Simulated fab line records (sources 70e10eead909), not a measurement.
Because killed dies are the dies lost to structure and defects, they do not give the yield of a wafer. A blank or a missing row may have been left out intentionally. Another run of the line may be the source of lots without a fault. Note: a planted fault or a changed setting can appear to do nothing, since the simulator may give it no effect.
The tool behind it: which one? + flow nandHarc + 21 wafers from 7 lots sampled at 5 of the route's 1159 steps

## WHAT THE GAUGES READ, wafer by wafer
NHARC_END_SORT_01.
| lot  | measured     | on        | killedAtOther |
|------|--------------|-----------|---------------|
| L664 | day 19 19:13 | prober-02 | 1 1 0         |
| L660 | day 20 01:26 | prober-02 | 0 0 0         |
| L665 | day 21 23:01 | prober-02 | 0 0 0         |
| L675 | day 23 18:10 | prober-01 | 0 0 1         |
| L679 | day 23 21:01 | prober-02 | 0 0 0         |
| L681 | day 24 20:56 | prober-01 | 0 1 0         |
| L682 | day 24 20:57 | prober-02 | 0 2 1         |

## WHICH TOOL RAN EACH LOT (tool, then ch and the chambers of the sampled wafers, then the start)
| lot  | NHARC_A_WL_FILL_CVD_03       | NHARC_A_WL_FILL_STRIP_27            | NHARC_A_WL_FILL_ETCHBACK_17      | NHARC_A_WL_FILL_CVD_23          |
|------|------------------------------|-------------------------------------|----------------------------------|---------------------------------|
| L664 | cvdW-01 ch 0,1, day 15 09:46 | plasmaAsher-01 ch 0,1, day 15 12:32 | rieMetal-01 ch 0,1, day 15 22:34 | lpcvdPoly-02 ch 0, day 16 01:17 |
| L660 | cvdW-02 ch 0,1, day 15 11:43 | plasmaAsher-02 ch 0,1, day 15 14:56 | rieMetal-02 ch 0,1, day 16 01:34 | lpcvdPoly-01 ch 0, day 16 04:13 |
| L665 | cvdW-01 ch 1, day 15 19:32   | plasmaAsher-01 ch 0,1, day 16 00:11 | rieMetal-01 ch 0,1, day 16 08:29 | lpcvdPoly-01 ch 0, day 17 16:16 |
| L675 | cvdW-01 ch 0,1, day 19 00:40 | plasmaAsher-02 ch 0,1, day 19 04:26 | rieMetal-03 ch 0,1, day 19 17:56 | lpcvdPoly-04 ch 0, day 19 20:23 |
| L679 | cvdW-01 ch 0,1, day 19 12:36 | plasmaAsher-01 ch 1, day 19 15:50   | rieMetal-01 ch 0, day 20 01:36   | lpcvdPoly-01 ch 0, day 20 03:22 |
| L681 | cvdW-02 ch 0,1, day 19 23:10 | plasmaAsher-01 ch 0,1, day 20 07:00 | rieMetal-03 ch 0,1, day 20 17:18 | lpcvdPoly-04 ch 0, day 20 19:46 |
| L682 | cvdW-01 ch 0,1, day 20 11:26 | plasmaAsher-01 ch 0,1, day 20 15:16 | rieMetal-03 ch 0,1, day 21 00:55 | lpcvdPoly-01 ch 0, day 21 03:38 |
- NHARC_A_WL_FILL_CVD_03: deposits W, target thk 40 nm, time 3302 s.
- NHARC_A_WL_FILL_STRIP_27: strips in N2/H2, time 20 s.
- NHARC_A_WL_FILL_ETCHBACK_17: etches the open film in Cl2/BCl3, target depth 4 nm, time 26.7 s.
- NHARC_A_WL_FILL_CVD_23: deposits poly-Si, target thk 40 nm, time 800 s.

## THE ANSWER, worked out from the rows above alone
Rule: usual is defined by the lots themselves. Put in order of their means at a reading, lots are off if they are a third of the lots or fewer, leave a main group of 4 or more, and stand apart from it by a gap of 3 or more times the standard deviation of the main group's means; of several such gaps the widest counts. If all means in a main group match to the digits the tables above print for the reading, that group is not used. A lot without any number at a reading at which 4 lots or more have one is off too. The other lots that the step has rows for count as sound.
No lot is off on any of the readings shown, so nothing can be concluded from this.

## WHAT THE SIMULATOR HAD INSERTED
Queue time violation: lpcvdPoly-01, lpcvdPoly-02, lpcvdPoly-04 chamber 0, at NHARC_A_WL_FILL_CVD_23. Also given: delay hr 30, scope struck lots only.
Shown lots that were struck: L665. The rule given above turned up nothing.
